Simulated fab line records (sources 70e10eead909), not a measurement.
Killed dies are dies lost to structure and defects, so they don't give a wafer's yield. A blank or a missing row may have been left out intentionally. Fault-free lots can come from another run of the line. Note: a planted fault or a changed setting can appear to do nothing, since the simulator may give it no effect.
fab line records	flow nand-harc
record: lots: 14	wafers: 42	last-day: 33
route steps=1302 shown P_ZERO_WELL@29 P_STI@84 P_GATE@130
lots untouched by any fault: they come from a run of this same line in which no faults occurred
start-h: the number of hours between the record's first day and the start of the first shown wafer of the lot	wait-h: hours elapsed since this lot's preceding step	" the same as in the row above	L1.1+2: one row covering several wafers at once	- either no value or no given start	* or withheld: withheld	< > ~ a bound
route shown NAME@n: names a module that has steps shown in the file, with the first one's number in the route	usual: the fault-free wafers' mean and standard deviation	same: alike in all rows	chamber/n: place in a boat	sites: each site's reading	_std_site: standard deviation across them	_edge_site: mean of outer sites minus mean of inner sites	radius-mm: for every site, how far away it sits from the centre of the wafer	mask NAME#n: copy n	behind: the tool/chamber that last shaped the wafer	hold: why the lot was held/for how many hours/how that ended	device: the transistor (n, p or np) that didn't switch	end of line: the tests these same wafers got at the end of their route	a step given without rows: its recipe and nothing more	killed: the dies lost at the first sort to structure and to defects; this is not the yield of the wafer	map: the dies of a wafer, with x for killed, . for not killed, _ for no die there
set.NAME: setting as actually run; set.NAME@STEP: the setting as run at that earlier step	model.NAME: the simulator's own value behind a step, which no gauge read
steps of the route over a sample of lots; a table a step, a row a wafer
services: the hour from which a tool's chamber was out of use, counted from the record's first day as start-h (under 0 if before that day), plus the number of hours and why
== steps ==
step: NHARC_P_ZERO_WELL_CD_MEAS_24
recipe: target-cd-nm: 720	landing-energy-ev: 500
usual: cd-nm: 719.5/2.5
lot.wafer	tool	chamber	start-h	wait-h	cd-nm
L852.2	cd-sem-01	0	22.49	-	721.6
L852.3	"	0	"	"	718.4
L852.6	"	0	"	"	722.1
L853.2	cd-sem-03	0	32.49	-	720.2
L853.5	"	0	"	"	720.6
L853.6	"	0	"	"	721.4
L854.1	cd-sem-02	0	42.46	-	717.0
L854.3	"	0	"	"	716.9
L854.4	"	0	"	"	716.7
L855.1	cd-sem-02	0	52.59	-	720.3
L855.3	"	0	"	"	716.2
L855.4	"	0	"	"	718.3
L857.2	cd-sem-03	0	72.35	-	720.8
L857.3	"	0	"	"	720.9
L857.6	"	0	"	"	722.2
L858.4	cd-sem-01	0	82.63	-	719.8
L858.5	"	0	"	"	721.1
L858.6	"	0	"	"	723.4
L859.1	cd-sem-01	0	92.54	-	718.9
L859.2	"	0	"	"	721.6
L859.6	"	0	"	"	724.1
L868.1	cd-sem-01	0	182.66	-	724.9
L868.3	"	0	"	"	720.3
L868.6	"	0	"	"	722.3
L869.1	cd-sem-02	0	192.57	-	720.2
L869.4	"	0	"	"	722.2
L869.5	"	0	"	"	719.8
L870.3	cd-sem-02	0	202.60	-	719.3
L870.4	"	0	"	"	716.0
L870.6	"	0	"	"	722.7
L871.2	cd-sem-03	0	212.59	-	716.3
L871.4	"	0	"	"	719.4
L871.5	"	0	"	"	716.1
L872.4	cd-sem-01	0	222.39	-	714.9
L872.5	"	0	"	"	717.5
L872.6	"	0	"	"	716.4
L873.2	cd-sem-03	0	232.46	-	716.7
L873.3	"	0	"	"	721.9
L873.4	"	0	"	"	720.2
L875.3	cd-sem-01	0	252.51	-	720.2
L875.4	"	0	"	"	723.2
L875.5	"	0	"	"	719.5
step: NHARC_P_ZERO_WELL_DESCUM_26
recipe: time-s: 3	o2-flow-sccm: 200	ar-flow-sccm: 0	bias-power-w: 0	chemistry: O2
usual: drypump-motor-current-A: 5.7/0.47	oes-product-au: 0.999/0.013	rf-vpp-V: 57.7/0.89	showerhead-plenum-p-Torr: 1.89/0.072	throttle-valve-pct: 11.309/0.0093
lot.wafer	tool	chamber	start-h	wait-h	drypump-motor-current-A	oes-product-au	rf-hours-counter-h	rf-vpp-V	showerhead-plenum-p-Torr	throttle-valve-pct
L852.3	rie-diel-04	2	22.67	-	5.2	1.015	3	58.5	1.96	11.312
L852.2	"	3	"	"	5.4	1.008	3	58.0	1.85	11.299
L852.6	"	0	"	"	6.0	0.996	-	57.6	1.97	11.300
L853.2	rie-diel-04	1	32.67	-	5.5	0.997	5	57.1	1.91	11.307
L853.5	"	3	"	"	5.3	1.013	-	57.8	1.85	11.304
L853.6	"	0	"	"	6.0	0.995	-	58.6	1.97	11.317
L854.1	rie-diel-12	0	42.62	-	6.2	0.995	33	56.7	1.88	11.311
L854.3	"	2	"	"	5.1	1.002	41	58.2	1.97	11.297
L854.4	"	3	"	"	6.1	1.000	37	57.5	1.97	11.327
L855.1	rie-diel-12	1	52.75	-	5.4	1.005	41	58.3	1.79	11.304
L855.4	"	2	"	"	5.1	0.993	44	57.3	1.97	11.305
L855.3	"	3	"	"	6.1	1.000	40	57.8	1.97	11.311
L857.2	rie-diel-04	0	72.51	-	6.0	0.992	19	59.0	1.97	11.317
L857.3	"	3	"	"	5.4	1.008	19	58.1	1.84	11.311
L857.6	"	0	"	"	6.0	0.987	-	57.9	1.97	11.305
L858.4	rie-diel-12	3	82.79	-	6.2	1.001	49	58.8	1.97	11.296
L858.6	"	2	"	"	5.1	0.999	-	59.2	1.96	11.309
L858.5	"	3	"	"	6.1	1.007	-	58.8	1.97	11.297
L859.2	rie-diel-13	1	92.70	-	6.1	0.992	32	57.1	1.86	11.301
L859.1	"	3	"	"	5.9	0.996	28	58.7	1.91	11.312
L859.6	"	3	"	"	5.9	1.008	-	58.2	1.91	11.309
L868.1	rie-diel-13	1	182.83	-	6.2	0.989	2	58.4	1.85	11.312
L868.3	"	3	"	"	5.8	1.009	2	56.5	1.90	11.297
L868.6	"	0	"	"	4.7	0.998	-	59.7	2.01	11.292
L869.4	rie-diel-04	2	192.76	-	5.2	1.029	1	57.1	1.94	11.338
L869.1	"	3	"	"	5.4	1.028	1	57.1	1.83	11.320
L869.5	"	0	"	"	6.0	0.985	-	58.2	1.96	11.313
L870.4	rie-diel-13	2	202.76	-	5.7	1.002	7	57.5	1.79	11.301
L870.3	"	0	"	"	4.7	1.010	10	58.6	2.00	11.299
L870.6	"	3	"	"	5.9	1.001	-	57.0	1.90	11.308
L871.2	rie-diel-12	3	212.75	-	6.1	0.995	31	57.9	1.96	11.314
L871.4	"	0	"	"	6.2	0.990	32	58.0	1.86	11.313
L871.5	"	3	"	"	6.1	0.997	-	58.4	1.96	11.310
L872.4	rie-diel-04	1	222.67	-	5.5	1.004	13	57.0	1.89	11.322
L872.5	"	0	"	"	6.0	0.988	-	57.0	1.95	11.297
L872.6	"	1	"	"	5.5	1.000	-	57.1	1.89	11.321
L873.4	rie-diel-12	1	232.63	-	5.4	1.015	38	56.1	1.78	11.320
L873.3	"	2	"	"	5.1	1.000	44	57.2	1.95	11.294
L873.2	"	3	"	"	6.1	0.985	37	56.4	1.96	11.329
L875.3	rie-diel-12	2	252.68	-	5.1	1.012	48	58.2	1.95	11.309
L875.5	"	2	"	"	5.1	1.001	-	57.5	1.95	11.296
L875.4	"	0	"	"	6.2	0.991	-	57.4	1.86	11.327
step: NHARC_P_STI_OVL_MEAS_10
usual: overlay-x-nm: 3/4.9	overlay-y-nm: 0/6.1
lot.wafer	tool	chamber	start-h	wait-h	overlay-x-nm	overlay-y-nm
L852.2	overlay-02	-	42.96	-	7	1
L852.3	"	-	"	"	7	1
L852.6	"	-	"	"	7	1
L853.2	overlay-02	-	53.76	-	0	1
L853.5	"	-	"	"	1	1
L853.6	"	-	"	"	1	1
L854.1	overlay-01	-	62.69	-	14	-5
L854.3	"	-	"	"	14	-5
L854.4	"	-	"	"	14	-4
L855.1	overlay-01	-	72.21	-	1	8
L855.3	"	-	"	"	1	9
L855.4	"	-	"	"	1	8
L857.2	overlay-02	-	92.22	-	11	-3
L857.3	"	-	"	"	11	-3
L857.6	"	-	"	"	11	-3
L858.4	overlay-01	-	105.09	-	6	-5
L858.5	"	-	"	"	6	-6
L858.6	"	-	"	"	6	-5
L859.1	overlay-01	-	112.85	-	1	1
L859.2	"	-	"	"	1	1
L859.6	"	-	"	"	1	1
L868.1	overlay-01	-	204.69	-	2	16
L868.3	"	-	"	"	2	16
L868.6	"	-	"	"	2	16
L869.1	overlay-01	-	212.64	-	7	-1
L869.4	"	-	"	"	7	0
L869.5	"	-	"	"	7	0
L870.3	overlay-01	-	229.03	-	8	1
L870.4	"	-	"	"	8	2
L870.6	"	-	"	"	8	2
L871.2	overlay-02	-	239.62	-	6	3
L871.4	"	-	"	"	6	3
L871.5	"	-	"	"	6	3
L872.4	overlay-01	-	245.48	-	-1	-3
L872.5	"	-	"	"	0	-3
L872.6	"	-	"	"	0	-2
L873.2	overlay-02	-	252.05	-	-3	-9
L873.3	"	-	"	"	-3	-9
L873.4	"	-	"	"	-4	-9
L875.3	overlay-01	-	274.92	-	5	0
L875.4	"	-	"	"	6	-1
L875.5	"	-	"	"	5	0
step: NHARC_P_GATE_CVD_17
recipe: target-thk-a: 1500	temp-c: 620	time-s: 900	material: poly-Si
usual: run-length-s: 901.8/0.42	spike-tc-bottom-C: 639.9/2.4	spike-tc-centre-C: 620.3/1.2	tube-center-temp-C: 620.01/0.057
lot.wafer	tool	chamber	start-h	wait-h	run-length-s	spike-tc-bottom-C	spike-tc-centre-C	tube-center-temp-C
L852.2	lpcvd-poly-03	0	87.30	2.6	901.3	636.7	618.3	619.91
L852.3	"	0	"	"	901.3	637.6	620.5	619.92
L852.6	"	0	"	"	901.3	638.5	621.2	620.02
L853.2	lpcvd-poly-04	0	102.07	2.5	901.7	641.1	620.1	620
L853.5	"	0	"	"	901.7	642.7	619.6	620.05
L853.6	"	0	"	"	901.7	641.0	618.8	619.95
L854.1	lpcvd-poly-04	0	110.58	3.8	902.6	642.2	622.0	619.96
L854.3	"	0	"	"	902.6	642.7	619.0	620.01
L854.4	"	0	"	"	902.6	642.8	621.7	619.98
L855.1	lpcvd-poly-04	0	119.69	2.5	902.0	641.1	622.1	620.09
L855.3	"	0	"	"	902.0	639.5	620.4	619.98
L855.4	"	0	"	"	902.0	640.6	621.1	619.97
L857.2	lpcvd-poly-02	0	137.88	2.7	902.1	642.1	617.4	620.02
L857.3	"	0	"	"	902.1	640.5	619.3	619.96
L857.6	"	0	"	"	902.1	641.2	619.4	620.06
L858.4	lpcvd-poly-04	-	156.87	2.5	-	-	-	-
L858.5	"	-	"	"	-	-	-	-
L858.6	"	-	"	"	-	-	-	-
L859.1	lpcvd-poly-04	-	164.84	2.5	-	-	-	-
L859.2	"	-	"	"	-	-	-	-
L859.6	"	-	"	"	-	-	-	-
L868.1	lpcvd-poly-04	0	252.74	2.5	901.9	641.3	620.4	620.02
L868.3	"	0	"	"	901.9	640.8	620.9	619.98
L868.6	"	0	"	"	901.9	639.1	621.3	620.02
L869.1	lpcvd-poly-03	0	262.14	3.1	901.6	636.0	620.1	619.96
L869.4	"	0	"	"	901.6	637.4	620.8	620.06
L869.5	"	0	"	"	901.6	637.9	621.2	620.01
L870.3	lpcvd-poly-03	0	277.48	2.6	901.6	637.4	622.0	619.94
L870.4	"	0	"	"	901.6	636.5	621.0	620.11
L870.6	"	0	"	"	901.6	637.1	621.0	619.96
L871.2	lpcvd-poly-04	0	287.13	2.5	901.6	641.3	620.0	620.01
L871.4	"	0	"	"	901.6	642.0	620.6	619.93
L871.5	"	0	"	"	901.6	640.2	620.7	620.02
L872.4	lpcvd-poly-02	0	294.73	2.7	902.7	640.9	618.7	619.87
L872.5	"	0	"	"	902.7	638.5	617.0	619.98
L872.6	"	0	"	"	902.7	641.8	619.1	620.05
L873.2	lpcvd-poly-02	0	300.95	2.7	902.8	642.0	619.5	620.07
L873.3	"	0	"	"	902.8	643.6	619.4	620.1
L873.4	"	0	"	"	902.8	642.2	618.6	620.02
L875.3	lpcvd-poly-04	0	325.75	2.5	901.4	642.0	620.7	620.07
L875.4	"	0	"	"	901.4	642.2	620.7	619.92
L875.5	"	0	"	"	901.4	640.7	620.6	620.07
== services ==
tool	chamber	start-h	hours	kind
rie-diel-04	-	0.91	9.0	pm
rie-diel-12	-	9.20	0.9	repair
rie-diel-12	0	13.35	1.3	repair
lpcvd-poly-04	-	26.00	26.0	pm
rie-diel-13	-	46.06	1.0	repair
rie-diel-13	3	64.63	4.5	repair
rie-diel-12	2	87.29	2.9	repair
rie-diel-13	0	88.75	10.1	repair
rie-diel-12	-	91.51	9.0	pm
rie-diel-13	3	106.02	23.5	repair
rie-diel-04	0	145.55	14.1	repair
rie-diel-12	-	149.48	1.0	repair
rie-diel-12	3	156.83	5.2	repair
rie-diel-13	3	157.57	14.4	repair
rie-diel-13	-	165.81	9.0	pm
rie-diel-04	3	175.03	9.7	repair
rie-diel-04	-	179.29	9.0	pm
rie-diel-12	-	182.88	0.6	repair
rie-diel-13	-	193.10	2.0	repair
rie-diel-12	3	247.09	7.3	repair
rie-diel-12	-	268.51	9.0	pm
rie-diel-04	2	277.55	2.0	repair
rie-diel-04	2	290.37	3.8	repair
rie-diel-04	0	302.82	6.2	repair
== key ==
first-sign: step: NHARC_P_GATE_CVD_17	reading: tool-record	direction: missing
effect none on later readings
met-at NHARC_P_GATE_CVD_17
struck-lots L858,L859
later-rows-left-out L858.4,L858.5,L858.6,L859.1,L859.2,L859.6
sort-left-out L858.4,L858.5,L858.6,L859.1,L859.2,L859.6
tester-left-out L858,L859
not-acting-at NHARC_P_ZERO_WELL_CD_MEAS_24,NHARC_P_ZERO_WELL_DESCUM_26,NHARC_P_STI_OVL_MEAS_10
onset-between 119.69 156.87
fault: kind: skipped-step-whole	tool: lpcvd-poly-04	chamber: -	onset-h: 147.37	steps: NHARC_P_GATE_CVD_17	scope: struck-lots-only
tester-left-out: of these lots the tester's yield and bins aren't shown, on N5 and GAA mostly nor the transistor test; their killed dies are dies lost to structure and defects alone, not to doping, threshold or leakage, so they don't give the yield
sort-left-out: the simulated sort isn't trusted on such a fault, so these wafers' sort isn't shown, and their yield isn't known
later-rows-left-out: the simulator's readings of these wafers behind a module that went badly wrong aren't trusted and aren't shown, but for the sort
